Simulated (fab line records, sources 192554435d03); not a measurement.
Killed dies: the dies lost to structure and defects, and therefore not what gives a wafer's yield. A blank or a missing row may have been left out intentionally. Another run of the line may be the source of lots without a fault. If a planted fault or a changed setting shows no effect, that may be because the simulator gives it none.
fab line records	flow n5-finfet
record: lots: 7	wafers: 19	last-day: 23
route steps=1938 shown BEOL_M4@1111 BEOL_M6@1238 BEOL_M15@1830 PASSIVATION@1936
lots that met no fault: from a run of the same line without faults
start-h: hours from the record's opening day to when the first of the lot's shown wafers began	wait-h: hours since the lot's step before	" unchanged from the row above	L1.1+2: one row covering several wafers at once	- no value present, or no start provided	* or withheld: withheld	< > ~ a bound
route shown NAME@n: a module of which the file shows steps, and the number in the route of the first	usual: mean/standard deviation taken from wafers without a fault	same: alike in all rows	chamber/n: place in a boat	sites: the reading at each site	_std_site: standard deviation of those values	_edge_site: mean of outer sites minus mean of inner sites	radius-mm: for every site, how far away it sits from the centre of the wafer	mask NAME#n: copy n	behind: the tool/chamber that last shaped the wafer	hold: cause of the lot's hold/its duration in hours/its outcome	device: the n, p or np transistor that did not switch	end of line: tests run on the same wafers once the route is complete	a step given without rows: its recipe and nothing more	killed: dies that structure and defects cost at the first sort, which is not the same as the wafer's yield	map: a wafer's dies, marking killed ones x, the rest . and places with no die _
set.NAME: the setting that was run; set.NAME@STEP: the one run at that earlier step	model.NAME: the simulator's own value behind a step, which no gauge read
route steps across a sampled set of lots; one table per step, one row per wafer
services: when a tool's chamber went out of use (start-h, in hours from the record's first day, below 0 if earlier), for how many hours, and the reason
== steps ==
step: N5_BEOL_M4_RC_MEAS_101
usual: DIBL_N: 35.8/1.6	DIBL_P: 35.6/2	IOFF_N: 0.15/0.031	IOFF_P: 0.20/0.033	ION_N: 668/12	ION_P: 459/6.8	SS_N: 71.4/0.53	SS_P: 73.1/0.63	VT_N: 250/3.5	VT_P: -251/3
lot.wafer	tool	chamber	start-h	wait-h	DIBL_N[mV/V]	DIBL_P[mV/V]	IOFF_N[nA/um]	IOFF_P[nA/um]	ION_N[uA/um]	ION_P[uA/um]	SS_N[mV/dec]	SS_P[mV/dec]	VT_N[mV]	VT_P[mV]
L465.2	prober-01	0	316.64	0.2	33.3	32.8	0.11	0.16	662	455	71.1	72.4	254	-253
L465.4	"	0	"	"	34.9	34.0	0.13	0.17	662	452	71.9	72.8	253	-253
L465.6	"	0	"	"	34.7	33.7	0.12	0.18	667	458	71.4	73.2	253	-254
L466.1	prober-01	0	353.06	0.0	35.7	34.5	0.15	0.21	672	464	71.4	72.7	247	-250
L466.2	"	0	"	"	34.6	32.7	0.13	0.18	667	461	71.2	72.6	252	-251
L466.3	"	0	"	"	37.6	36.9	0.18	0.25	672	468	71.8	73.6	249	-246
L469.1	prober-01	0	390.94	0.0	36.9	37.6	0.16	0.21	680	470	71.3	73.9	251	-251
L469.5	"	0	"	"	35.9	36.5	0.14	0.19	666	454	71.4	73.9	252	-253
L469.6	"	0	"	"	35.8	36.0	0.15	0.19	677	464	71.4	73.5	252	-252
L474.2	prober-02	0	399.40	0.2	32.8	34.8	0.14	0.19	667	465	71.3	72.9	251	-252
L474.4	"	0	"	"	33.6	34.3	0.14	0.19	663	459	71.6	72.9	252	-251
L474.6	"	0	"	"	33.8	34.6	0.15	0.19	670	458	70.6	73.2	249	-252
L473.2	prober-02	0	402.70	0.2	34.1	33.8	0.11	0.17	655	455	71.3	72.1	253	-253
L473.3	"	0	"	"	33.2	32.4	0.11	0.15	643	444	71.7	72.2	256	-256
L473.4	"	0	"	"	35.9	35.9	0.15	0.20	668	461	71.4	72.8	253	-251
L480.2	prober-01	0	434.56	0.2	35.2	35.3	0.14	0.20	668	455	71.3	72.8	252	-250
L480.3	"	0	"	"	38.3	38.7	0.21	0.26	685	470	71.5	73.5	246	-245
L482.5	prober-01	0	436.74	0.6	35.8	35.5	0.14	0.20	659	462	70.8	73.3	252	-251
L482.6	"	0	"	"	38.9	38.6	0.19	0.24	670	460	71.8	73.6	248	-247
step: N5_BEOL_M6_STRIP_36
recipe: chemistry: N2/H2	power-w: 450	temp-c: 40	pressure-mtorr: 20	rf-frequency-hz: 6e+07	overash-fraction: 0.3	bias-power-w: 7	h2-frac: 0.5	n2-flow-sccm: 200	h2-flow-sccm: 200
usual: drypump-motor-current-A: 5.8/0.42	h2-flow-sccm: 200.1/0.57	n2-flow-sccm: 200.1/0.63	oes-product-au: 0.81/0.092	rf-vpp-V: 59.4/1.5	showerhead-plenum-p-Torr: 2.57/0.099	throttle-valve-pct: 23.57/0.22
lot.wafer	tool	chamber	start-h	wait-h	drypump-motor-current-A	h2-flow-sccm	n2-flow-sccm	oes-product-au	rf-hours-counter-h	rf-vpp-V	showerhead-plenum-p-Torr	throttle-valve-pct
L465.2	rie-diel-03	1	331.52	0.0	5.4	199.5	200.1	0.73	215	58.1	2.62	23.26
L465.4	"	3	"	"	6.0	200.1	200.6	0.97	14	60.9	2.70	23.46
L465.6	"	1	"	"	5.5	200.1	200.6	0.73	-	61.2	2.62	23.27
L466.1	rie-diel-06	2	369.34	0.0	5.1	200.7	199.5	0.69	250	57.7	2.49	23.94
L466.2	"	1	"	"	6.1	200.0	200.7	0.85	51	59.4	2.48	23.94
L466.3	"	3	"	"	6.0	199.4	199.6	0.70	213	59.9	2.31	23.85
L474.2	rie-diel-03	0	418.00	0.0	6.1	200.7	199.7	0.68	230	60.2	2.48	23.72
L474.4	"	3	"	"	6.0	199.0	199.0	0.87	48	61.5	2.69	23.50
L474.6	"	0	"	"	6.1	199.8	200.5	0.68	-	58.6	2.48	23.75
L469.1	rie-diel-02	2	418.05	0.0	5.7	199.3	199.3	0.82	84	59.7	2.57	23.82
L469.5	"	0	"	"	6.5	200.1	199.5	0.75	-	58.2	2.55	23.52
L469.6	"	3	"	"	5.2	200.2	199.3	0.79	-	58.5	2.55	23.70
L473.2	rie-diel-03	2	425.19	0.0	5.9	199.4	200.5	0.92	20	60.3	2.70	23.31
L473.3	"	3	"	"	6.0	199.7	199.9	0.88	51	59.1	2.68	23.51
L473.4	"	3	"	"	6.0	199.4	199.8	0.88	-	59.9	2.68	23.50
L480.2	rie-diel-03	1	456.38	0.0	5.5	200.2	199.9	0.99	4	59.0	2.60	23.12
L480.3	"	2	"	"	5.9	200.5	201.0	0.89	34	60.2	2.70	23.35
L482.5	rie-diel-03	1	458.09	0.0	5.5	200.8	200.8	0.98	-	60.8	2.60	23.09
L482.6	"	0	"	"	6.1	200.8	199.6	0.67	-	58.3	2.47	23.71
step: N5_BEOL_M6_DEGAS_44
recipe: ambient: vacuum	temp-c: 250	time-s: 60
usual: heater-power-w: 333/30
lot.wafer	tool	chamber	start-h	wait-h	heater-power-w
L465.2	pvd-sputter-03	-	332.51	0.5	336
L465.4	"	-	"	"	357
L465.6	"	-	"	"	347
L466.1	pvd-sputter-02	-	370.42	0.6	366
L466.2	"	-	"	"	295
L466.3	"	-	"	"	365
L474.2	pvd-sputter-03	-	420.92	2.0	278
L474.4	"	-	"	"	332
L474.6	"	-	"	"	328
L469.1	pvd-sputter-01	-	420.98	2.0	334
L469.5	"	-	"	"	347
L469.6	"	-	"	"	335
L473.2	pvd-sputter-01	-	426.25	0.5	342
L473.3	"	-	"	"	335
L473.4	"	-	"	"	283
L480.2	pvd-sputter-03	-	457.18	0.3	283
L480.3	"	-	"	"	342
L482.5	pvd-sputter-01	-	459.05	0.3	342
L482.6	"	-	"	"	345
step: N5_BEOL_M6_ALD_77
recipe: material: TaN	target-thk-a: 20	temp-c: 275	ald-precursor-family: PDMAT	ald-co-reactant: NH3	pressure-torr: 3	carrier-flow-sccm: 1500	pulse-time-s: 2	purge-time-s: 3	co-reactant-purge-time-s: 2	co-reactant-pulse-time-s: 3	ald-cycles: 40	precursor-vessel-temp-c: 75	precursor-vessel-pressure-torr: 26.25	precursor-vessel-carrier-sccm: 1000
usual: ald-cycles: 40/0	heater-power-outer-w: 221/19	heater-power-w: 397/31	mfc-carrier-sccm: 1500/3.9
same: co-reactant-pulse-time-s: 3
lot.wafer	tool	chamber	start-h	wait-h	ald-cycles	heater-power-outer-w	heater-power-w	mfc-carrier-sccm
L465.2	ald-metal-04	0	332.62	0.0	40	188	328	1500
L465.4	"	3	"	"	40	243	399	1494
L465.6	"	0	"	"	40	184	320	1499
L466.1	ald-metal-01	1	370.59	0.1	40	219	411	1502
L466.2	"	0	"	"	40	228	404	1499
L466.3	"	2	"	"	40	238	423	1499
L474.2	ald-metal-01	0	421.04	0.1	40	233	396	1502
L474.4	"	2	"	"	40	234	430	1502
L474.6	"	2	"	"	40	234	428	1501
L469.1	ald-metal-02	1	421.08	0.0	40	199	392	1497
L469.5	"	3	"	"	40	223	419	1500
L469.6	"	2	"	"	40	215	405	1499
L473.2	ald-metal-01	3	426.35	0.0	40	230	436	1504
L473.3	"	0	"	"	40	224	408	1497
L473.4	"	1	"	"	40	219	395	1501
L480.2	ald-metal-01	2	457.28	0.0	25	235	419	1504
L480.3	"	3	"	"	40	229	450	1501
L482.5	ald-metal-01	1	459.49	0.4	40	222	401	1497
L482.6	"	2	"	"	25	236	419	1505
step: N5_BEOL_M6_SURFACE_TREAT_79
recipe: gas: Ar	time-s: *	ion-energy-ev: *	ion-current-ma-cm2: 0.5	pressure-mtorr: *	ar-flow-sccm: 30
usual: throttle-valve-pct: *
lot.wafer	tool	chamber	start-h	wait-h	throttle-valve-pct
L465.2	pvd-sputter-01	-	332.96	0.2	*
L465.4	"	-	"	"	*
L465.6	"	-	"	"	*
L466.1	pvd-sputter-01	-	370.89	0.2	*
L466.2	"	-	"	"	*
L466.3	"	-	"	"	*
L474.2	pvd-sputter-03	-	421.33	0.2	*
L474.4	"	-	"	"	*
L474.6	"	-	"	"	*
L469.1	pvd-sputter-03	-	421.37	0.2	*
L469.5	"	-	"	"	*
L469.6	"	-	"	"	*
L473.2	pvd-sputter-03	-	426.81	0.3	*
L473.3	"	-	"	"	*
L473.4	"	-	"	"	*
L480.2	pvd-sputter-02	-	457.71	0.3	*
L480.3	"	-	"	"	*
L482.5	pvd-sputter-02	-	459.94	0.3	*
L482.6	"	-	"	"	*
step: N5_BEOL_M15_RC_MEAS_101
usual: COMB_M10: 1.39e-11/2.9e-12	COMB_M11: 1.31e-11/2.5e-12	COMB_M12: 5.2e-12/1.3e-12	COMB_M13: 4e-12/1.1e-12	COMB_M14: 2.7e-12/8.4e-13	COMB_M15: 1.7e-12/7.3e-13	COMB_M5: 3.5e-11/8e-12	COMB_M6: 2.4e-11/5.1e-12	COMB_M6_max_site: 3.5e-11/8e-12	COMB_M7: 2.5e-11/5e-12	COMB_M8: 2.5e-11/5.1e-12	COMB_M9: 1.5e-11/3.2e-12	SERP_M10: 3.08/0.098	SERP_M11: 3.12/0.081	SERP_M12: 0.636/0.022	SERP_M13: 0.311/0.0058	SERP_M14: 0.161/0.0063	SERP_M5: 39.3/1.6	SERP_M6: 13.7/0.73	SERP_M7: 14.0/0.52	SERP_M8: 14.0/0.68	SERP_M9: 3.12/0.09
lot.wafer	tool	chamber	start-h	wait-h	COMB_M10[S/m]	COMB_M11[S/m]	COMB_M12[S/m]	COMB_M13[S/m]	COMB_M14[S/m]	COMB_M15[S/m]	COMB_M5[S/m]	COMB_M6[S/m]	COMB_M6_max_site[S/m]	COMB_M7[S/m]	COMB_M8[S/m]	COMB_M9[S/m]	SERP_M10[ohm/um]	SERP_M11[ohm/um]	SERP_M12[ohm/um]	SERP_M13[ohm/um]	SERP_M14[ohm/um]	SERP_M5[ohm/um]	SERP_M6[ohm/um]	SERP_M7[ohm/um]	SERP_M8[ohm/um]	SERP_M9[ohm/um]
L465.2	prober-02	0	405.29	0.2	1.16e-11	1.53e-11	4e-12	4.8e-12	2.9e-12	1.2e-12	2.4e-11	2.6e-11	3.3e-11	2.8e-11	2.5e-11	1.2e-11	3.25	3.13	0.646	0.308	0.173	39.3	13.6	14.1	13.3	3.05
L465.4	"	0	"	"	1.14e-11	1.43e-11	5.3e-12	3.5e-12	2.7e-12	1.2e-12	3.9e-11	3.7e-11	4.9e-11	2.1e-11	2.3e-11	1.1e-11	3.25	3.04	0.677	0.305	0.157	38.6	13.8	13.3	13.7	3.07
L465.6	"	0	"	"	1.59e-11	1.27e-11	4.4e-12	3.2e-12	2e-12	1.4e-12	4.4e-11	2.2e-11	4.5e-11	2.3e-11	2.5e-11	1.2e-11	3.03	3.27	0.641	0.307	0.171	39.2	13.7	13.6	13.8	3.12
L466.1	prober-01	0	443.72	0.0	1.47e-11	9.1e-12	4e-12	3.7e-12	4.4e-12	2.6e-12	3e-11	3e-11	4.4e-11	2.3e-11	2e-11	1.2e-11	2.98	3.16	0.626	0.316	0.162	39.4	14.5	14.3	13.9	3.17
L466.2	"	0	"	"	1.22e-11	1.54e-11	6.3e-12	4.4e-12	3.7e-12	2.4e-12	3.5e-11	2.5e-11	3.4e-11	3.2e-11	2.3e-11	1.2e-11	3.06	3.19	0.631	0.324	0.170	37.5	12.7	13.9	13.3	3.16
L466.3	"	0	"	"	1.29e-11	1.51e-11	5.3e-12	3.5e-12	4.1e-12	1.5e-12	4.1e-11	2e-11	3.2e-11	2.9e-11	2.9e-11	1.8e-11	3.09	3.06	0.617	0.316	0.155	39.5	13.5	14.0	14.2	3.00
L469.1	prober-02	0	495.37	0.0	1.26e-11	1.28e-11	6.1e-12	2.5e-12	2.1e-12	1e-12	4.7e-11	1.9e-11	2.6e-11	2.1e-11	2.8e-11	1.5e-11	3.19	3.06	0.652	0.315	0.152	40.0	13.7	14.1	13.9	3.24
L469.5	"	0	"	"	1.3e-11	1.25e-11	4.3e-12	3.9e-12	2.5e-12	1.1e-12	3.9e-11	1.8e-11	3.4e-11	2.6e-11	3.2e-11	1.1e-11	3.11	3.23	0.646	0.314	0.158	41.4	14.2	13.8	15.0	3.01
L469.6	"	0	"	"	1.65e-11	1.81e-11	4e-12	2.1e-12	9e-13	2e-12	3.1e-11	1.7e-11	2.6e-11	2.3e-11	2.4e-11	1.2e-11	3.19	3.03	0.633	0.315	0.155	41.6	12.9	13.9	12.5	3.13
L473.2	prober-02	0	505.61	0.2	1.26e-11	1.35e-11	6e-12	4.2e-12	3.2e-12	1.6e-12	3.3e-11	2.4e-11	3.5e-11	2.4e-11	2.5e-11	1e-11	3.04	3.08	0.618	0.306	0.157	38.6	12.4	13.7	14.3	3.03
L473.3	"	0	"	"	1.35e-11	1.04e-11	5.3e-12	3.6e-12	3.2e-12	9e-13	3.3e-11	1.8e-11	2.8e-11	2.8e-11	3.4e-11	1.3e-11	3.22	3.13	0.630	0.317	0.164	38.5	12.3	13.7	14.2	3.17
L473.4	"	0	"	"	8.1e-12	1.31e-11	6.8e-12	3.1e-12	1.8e-12	9e-13	2e-11	3.2e-11	3.9e-11	2.4e-11	2.6e-11	1.1e-11	3.25	3.07	0.612	0.313	0.164	35.5	12.9	13.2	13.5	3.08
L474.2	prober-02	0	509.86	0.2	1.23e-11	1.51e-11	3.4e-12	2.9e-12	2.6e-12	1.1e-12	2.9e-11	2.7e-11	4.1e-11	1.9e-11	2.1e-11	9e-12	3.19	3.13	0.601	0.319	0.153	38.7	13.8	13.7	15.1	2.95
L474.4	"	0	"	"	1.44e-11	1.36e-11	4.4e-12	2.4e-12	1.5e-12	7e-13	2.8e-11	3.3e-11	3.9e-11	2e-11	3.1e-11	1.5e-11	3.22	3.02	0.591	0.311	0.159	39.1	12.9	14.3	14.7	3.17
L474.6	"	0	"	"	1.45e-11	1.41e-11	3.9e-12	3.3e-12	2.2e-12	6e-13	4.2e-11	2.1e-11	3.2e-11	2.5e-11	2.8e-11	1.3e-11	3.00	3.22	0.615	0.320	0.158	37.9	13.5	13.9	15.1	3.15
L482.5	prober-02	0	536.85	0.9	9.6e-12	1.14e-11	5.8e-12	2.7e-12	2.2e-12	8e-13	4.3e-11	2.2e-11	4.1e-11	1.9e-11	2.5e-11	1.1e-11	3.05	3.15	0.622	0.311	0.161	37.5	14.0	14.5	13.9	3.14
L482.6	"	0	"	"	1.52e-11	1.02e-11	4.8e-12	1.9e-12	2e-12	2e-13	2.4e-11	8.6e-11	1.76e-10	1.6e-11	2e-11	1.3e-11	3.09	3.27	0.651	0.307	0.154	41.6	14.0	14.4	14.8	3.07
L480.2	prober-01	0	537.20	0.2	1.05e-11	1.44e-11	5.4e-12	5e-12	3.9e-12	1.7e-12	3.6e-11	6.2e-11	1.04e-10	3e-11	1.6e-11	1.4e-11	3.10	3.23	0.616	0.305	0.173	41.0	12.6	14.4	13.4	3.10
L480.3	"	0	"	"	1.18e-11	1.58e-11	3.3e-12	7.3e-12	4e-12	1.5e-12	3.7e-11	2e-11	3.4e-11	2.1e-11	3.3e-11	1e-11	3.00	3.17	0.641	0.301	0.157	39.6	13.7	13.5	14.7	3.05
sites COMB_M6 radius-mm=0,75,75,75,75,140,140,140,140
L465.2 2.7e-11 2.1e-11 2.9e-11 3e-11 1.5e-11 2.4e-11 3.3e-11 2.6e-11 2.6e-11
L466.1 2.4e-11 3.3e-11 4.4e-11 4.1e-11 2.2e-11 3.5e-11 3e-11 1.8e-11 2.4e-11
L469.1 1.9e-11 2.6e-11 2.1e-11 1.7e-11 1.4e-11 1.2e-11 1.6e-11 2.4e-11 2.3e-11
L473.2 1.7e-11 2.5e-11 1.8e-11 2.1e-11 2.7e-11 2.9e-11 2.1e-11 3.5e-11 2.4e-11
L474.2 2.2e-11 2.7e-11 4.1e-11 2.1e-11 4e-11 3.7e-11 3.3e-11 2.6e-11 2.3e-11
L482.5 1.8e-11 2.2e-11 2.3e-11 2.8e-11 1.8e-11 2e-11 2e-11 2.4e-11 4.1e-11
L480.2 6e-11 6.2e-11 7.4e-11 1.04e-10 5.5e-11 8.6e-11 4.8e-11 5.7e-11 8.4e-11
step: N5_PASSIVATION_PROBE_49
usual: defect-limited-yield: 90.7/1.5	killed_at_M0_to_M3: 38/11	killed_at_M4_up: 15/5.5	killed-at-contacts: 12/6	killed-at-front-end: 41/11	killed-at-other: 3.5/2.7	killed-dies: 110/18	killed-open: 72/13	killed-short: 35/8.7	sort_bin_4_leakage: 0/0	sort_bin_5_function: 5.5/1.1	sort_bin_6_memory: 3.4/0.63	sort_bin_8_speed: 0.01/0.037	sort-n-pass: 1070/18	sort-yield-pct: 90.7/1.5
same: gross-dies: 1180	killed-at-back-side: 0
lot.wafer	tool	chamber	start-h	wait-h	defect-limited-yield[%]	killed_at_M0_to_M3	killed_at_M4_up	killed-at-contacts	killed-at-front-end	killed-at-other	killed-dies	killed-open	killed-short	sort_bin_4_leakage[%]	sort_bin_5_function[%]	sort_bin_6_memory[%]	sort_bin_8_speed[%]	sort-n-pass	sort-yield-pct[%]
L465.2	prober-02	-	423.43	0.1	91.8	29	19	12	37	0	97	62	34	0	5.3	2.7	0	1083	91.8
L465.4	prober-02	-	423.53	0.2	93.0	34	16	3	22	8	83	56	26	0	4.9	1.9	0	1097	93.0
L465.6	prober-02	-	423.63	0.3	93.8	16	16	14	23	4	73	54	18	0	2.9	2.9	0	1107	93.8
L466.1	prober-01	-	463.22	0.0	90.8	33	15	9	49	3	109	78	31	0	5.8	3.3	0	1071	90.8
L466.2	prober-01	-	463.27	0.1	91.5	26	12	14	45	3	100	61	39	0	5.1	2.9	0	1080	91.5
L466.3	prober-01	-	463.32	0.1	92.2	28	21	5	36	2	92	65	25	0	4.4	3.1	0	1088	92.2
L469.1	prober-02	-	510.90	0.0	89.2	60	22	10	31	5	128	85	35	0	6.2	4.5	0	1052	89.2
L469.5	prober-02	-	511.10	0.2	92.8	37	9	9	26	4	85	60	25	0	4.5	2.5	0	1095	92.8
L469.6	prober-02	-	511.15	0.3	90.0	39	19	5	52	3	118	88	29	0	6.2	3.6	0	1062	90.0
L473.2	prober-02	-	517.92	0.1	89.8	26	8	23	63	0	120	85	35	0	5.4	4.4	0	1060	89.8
L473.3	prober-02	-	517.97	0.1	89.7	39	12	15	52	3	121	85	33	0	6.4	3.4	0.34	1055	89.4
L473.4	prober-02	-	518.02	0.2	90.7	37	19	14	36	4	110	77	32	0	6.3	3.0	0	1070	90.7
L474.2	prober-01	-	523.35	0.1	91.6	31	11	12	42	3	99	68	31	0	5.3	2.7	0	1081	91.6
L474.4	prober-01	-	523.45	0.2	93.4	34	13	8	21	2	78	52	25	0	3.5	2.8	0.08	1102	93.4
L474.6	prober-01	-	523.55	0.3	93.6	27	14	2	26	7	76	52	24	0	3.6	2.5	0	1104	93.6
L482.5	prober-01	-	550.47	0.2	91.3	35	19	8	34	7	103	62	35	0	4.8	3.2	0	1077	91.3
L482.6	prober-01	-	550.52	0.3	90.7	35	28	16	26	5	110	67	33	0.68	5.0	3.4	0	1070	90.7
L480.2	prober-01	-	554.79	0.1	89.4	49	27	8	39	2	125	74	33	1.02	4.8	3.9	0	1055	89.4
L480.3	prober-01	-	554.84	0.1	89.4	48	13	10	46	8	125	77	48	0	6.4	3.5	0	1055	89.4
killed by level:class
L465.2 BEOL_M0_SAQP:geometric-particle:short=11 MOL_CONTACT_COAG:geometric-particle:open=10 BEOL_M0_SAQP:geometric-particle:open=7 BEOL_M4:geometric-particle:open=7 FIN_SAQP:geometric-particle:open=6 FIN_SAQP:geometric-particle:short=6 BEOL_M2:geometric-particle:open=5 BEOL_M5:geometric-particle:open=5
L465.4 BEOL_M5:geometric-particle:open=7 BEOL_M0_SAQP:geometric-particle:open=6 BEOL_M0_SAQP:geometric-particle:short=6 BEOL_M3:geometric-particle:open=6 BEOL_M2:geometric-particle:open=5 FIN_SAQP:geometric-particle:short=4 GATE_CUT:geometric-particle:short=4 STARTING-WAFER:geometric-particle:open=4
L465.6 MOL_CONTACT_COAG:geometric-particle:open=12 BEOL_M4:geometric-particle:open=7 STI_FIN_REVEAL:geometric-particle:open=5 BEOL_M0_SAQP:geometric-particle:short=5 FIN_SAQP:geometric-particle:short=4 BEOL_M7:geometric-particle:open=4 STARTING-WAFER:geometric-particle:open=4 PAD_METAL:geometric-particle:open=3
L466.1 STI_FIN_REVEAL:geometric-particle:open=10 FIN_SAQP:geometric-particle:open=9 BEOL_M4:geometric-particle:open=9 MOL_CONTACT_COAG:geometric-particle:open=8 BEOL_M1:geometric-particle:open=8 FIN_SAQP:geometric-particle:short=7 BEOL_M0_SAQP:geometric-particle:open=7 BEOL_M0_SAQP:geometric-particle:short=7
L466.2 FIN_SAQP:geometric-particle:short=13 STI_FIN_REVEAL:geometric-particle:open=13 MOL_CONTACT_COAG:geometric-particle:open=10 BEOL_M0_SAQP:geometric-particle:open=7 BEOL_M0_SAQP:geometric-particle:short=7 BEOL_M1:geometric-particle:open=7 BEOL_M4:geometric-particle:open=5 FIN_SAQP:geometric-particle:open=4
L466.3 STI_FIN_REVEAL:geometric-particle:open=11 BEOL_M4:geometric-particle:open=11 BEOL_M0_SAQP:geometric-particle:open=6 FIN_SAQP:geometric-particle:open=5 DUMMY_GATE:geometric-particle:open=5 BEOL_M0_SAQP:geometric-particle:short=5 STI_FIN_REVEAL:geometric-particle:short=4 MOL_CONTACT_COAG:geometric-particle:open=4
L469.1 BEOL_M2:geometric-particle:open=16 BEOL_M4:geometric-particle:open=11 BEOL_M0:geometric-particle:open=10 BEOL_M0_SAQP:geometric-particle:open=9 MOL_CONTACT_COAG:geometric-particle:open=7 BEOL_M0_SAQP:geometric-particle:short=7 BEOL_M1:geometric-particle:open=6 BEOL_M2:geometric-particle:short=6
L469.5 BEOL_M2:geometric-particle:open=10 MOL_CONTACT_COAG:geometric-particle:open=7 BEOL_M0:geometric-particle:open=7 BEOL_M0_SAQP:geometric-particle:open=6 BEOL_M3:geometric-particle:open=6 STARTING-WAFER:geometric-particle:short=6 DUMMY_GATE:geometric-particle:open=5 BEOL_M0_SAQP:geometric-particle:short=5
L469.6 FIN_SAQP:geometric-particle:open=13 BEOL_M2:geometric-particle:open=13 DUMMY_GATE:geometric-particle:open=12 BEOL_M4:geometric-particle:open=11 STI_FIN_REVEAL:geometric-particle:open=8 BEOL_M1:geometric-particle:open=6 MOL_CONTACT_COAG:geometric-particle:open=4 FIN_SAQP:geometric-particle:short=3
L473.2 MOL_CONTACT_COAG:geometric-particle:open=18 FIN_SAQP:geometric-particle:open=17 STI_FIN_REVEAL:geometric-particle:open=12 BEOL_M2:geometric-particle:open=8 BEOL_M0_SAQP:geometric-particle:short=7 FIN_SAQP:geometric-particle:short=6 DUMMY_GATE:geometric-particle:open=5 ILD0:geometric-particle:open=5
L473.3 BEOL_M1:geometric-particle:open=15 FIN_SAQP:geometric-particle:open=14 MOL_CONTACT_COAG:geometric-particle:open=12 STI_FIN_REVEAL:geometric-particle:open=10 FIN_SAQP:geometric-particle:short=7 BEOL_M3:geometric-particle:open=6 BEOL_M2:geometric-particle:open=6 BEOL_M4:geometric-particle:open=6
L473.4 MOL_CONTACT_COAG:geometric-particle:open=11 BEOL_M2:geometric-particle:open=10 FIN_SAQP:geometric-particle:open=7 BEOL_M2:geometric-particle:short=7 BEOL_M3:geometric-particle:open=7 BEOL_M1:geometric-particle:open=6 DUMMY_GATE:geometric-particle:open=5 ILD0:geometric-particle:open=4
L474.2 FIN_SAQP:geometric-particle:open=11 MOL_CONTACT_COAG:geometric-particle:open=11 BEOL_M0_SAQP:geometric-particle:open=9 GATE_CUT:geometric-particle:short=8 DUMMY_GATE:geometric-particle:open=7 BEOL_M1:geometric-particle:open=7 BEOL_M0_SAQP:geometric-particle:short=5 FIN_SAQP:geometric-particle:short=4
L474.4 MOL_CONTACT_COAG:geometric-particle:open=8 BEOL_M1:geometric-particle:open=6 GATE_CUT:geometric-particle:open=6 BEOL_M0_SAQP:geometric-particle:open=5 BEOL_M0:geometric-particle:short=5 BEOL_M3:geometric-particle:short=5 BEOL_M0_SAQP:geometric-particle:short=4 DUMMY_GATE:geometric-particle:open=3
L474.6 BEOL_M4:geometric-particle:open=8 FIN_SAQP:geometric-particle:open=7 BEOL_M0_SAQP:geometric-particle:open=7 BEOL_M0:geometric-particle:open=7 BEOL_M0_SAQP:geometric-particle:short=5 FIN_SAQP:geometric-particle:short=3 STI_FIN_REVEAL:geometric-particle:open=3 DUMMY_GATE:geometric-particle:open=3
L482.5 BEOL_M0_SAQP:geometric-particle:short=10 STI_FIN_REVEAL:geometric-particle:open=9 BEOL_M4:geometric-particle:open=9 BEOL_M0_SAQP:geometric-particle:open=7 BEOL_M2:geometric-particle:open=7 BEOL_M3:geometric-particle:open=7 FIN_SAQP:geometric-particle:open=5 HKMG_FIN:area-etch=5
L482.6 MOL_CONTACT_COAG:geometric-particle:open=14 BEOL_M4:geometric-particle:open=11 BEOL_M0_SAQP:geometric-particle:short=10 BEOL_M2:geometric-particle:open=8 M6:area-ald=8 FIN_SAQP:geometric-particle:open=7 BEOL_M0_SAQP:geometric-particle:open=6 GATE_CUT:geometric-particle:short=5
L480.2 BEOL_M3:geometric-particle:open=18 M6:area-ald=12 STI_FIN_REVEAL:geometric-particle:open=10 BEOL_M2:geometric-particle:open=9 BEOL_M4:geometric-particle:open=7 MOL_CONTACT_COAG:geometric-particle:open=7 BEOL_M3:geometric-particle:short=6 HKMG_FIN:area-etch=6
L480.3 BEOL_M3:geometric-particle:open=13 BEOL_M2:geometric-particle:open=8 FIN_SAQP:geometric-particle:open=7 BEOL_M3:geometric-particle:short=7 STARTING-WAFER:geometric-particle:short=7 MOL_CONTACT_COAG:geometric-particle:open=7 BEOL_M0_SAQP:geometric-particle:open=7 FIN_SAQP:geometric-particle:short=5
== services ==
tool	chamber	start-h	hours	kind
rie-diel-03	-	317.07	1.1	repair
rie-diel-02	-	322.47	0.1	repair
ald-metal-04	-	337.52	0.8	repair
rie-diel-06	1	343.30	4.5	repair
rie-diel-03	2	345.47	-	clean
rie-diel-03	2	345.47	-	consumable-replace:focus-ring
rie-diel-03	2	345.47	-	consumable-replace:showerhead
rie-diel-03	2	345.47	21.8	scheduled-down
rie-diel-03	2	345.47	21.8	vent-cycle
rie-diel-06	1	355.00	6.7	repair
ald-metal-01	0	358.27	1.9	repair
ald-metal-02	-	359.23	6.0	pm
ald-metal-02	-	369.78	2.0	repair
rie-diel-06	2	370.00	-	clean
rie-diel-06	2	370.00	-	consumable-replace:focus-ring
rie-diel-06	2	370.00	19.4	scheduled-down
ald-metal-02	2	373.03	1.5	repair
rie-diel-02	-	374.32	0.4	repair
ald-metal-01	3	391.09	18.6	repair
rie-diel-03	1	421.12	-	clean
rie-diel-03	1	421.12	-	consumable-replace:focus-ring
rie-diel-03	1	421.12	22.3	scheduled-down
rie-diel-03	1	421.12	22.3	vent-cycle
pvd-sputter-01	-	437.89	2.9	repair
== key ==
first-sign: step: N5_BEOL_M6_ALD_77	reading: ald-cycles	direction: down	sigmas: 99+	usual: *	struck: *
effect: step: N5_BEOL_M15_RC_MEAS_101	reading: COMB_M6	direction: up	sigmas: 9.8	usual: 2.4e-11	struck: 7.4e-11
effect: step: N5_PASSIVATION_PROBE_49	reading: sort_bin_4_leakage	direction: up	sigmas: 10	usual: 0	struck: 0.85
met-at N5_BEOL_M6_ALD_77
struck-lots L480,L482
struck-wafers L480.2,L482.6
not-acting-at N5_BEOL_M6_STRIP_36,N5_BEOL_M6_DEGAS_44,N5_BEOL_M6_SURFACE_TREAT_79
onset-between 426.35 457.28
fault: kind: process-parameter-drift	tool: ald-metal-01	chamber: -	onset-h: 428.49	steps: N5_BEOL_M6_ALD_77	channel: ald-cycles	offset: *	shape: step	end-h: 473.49	scope: struck-wafers-only	acts-in: *	stated: *
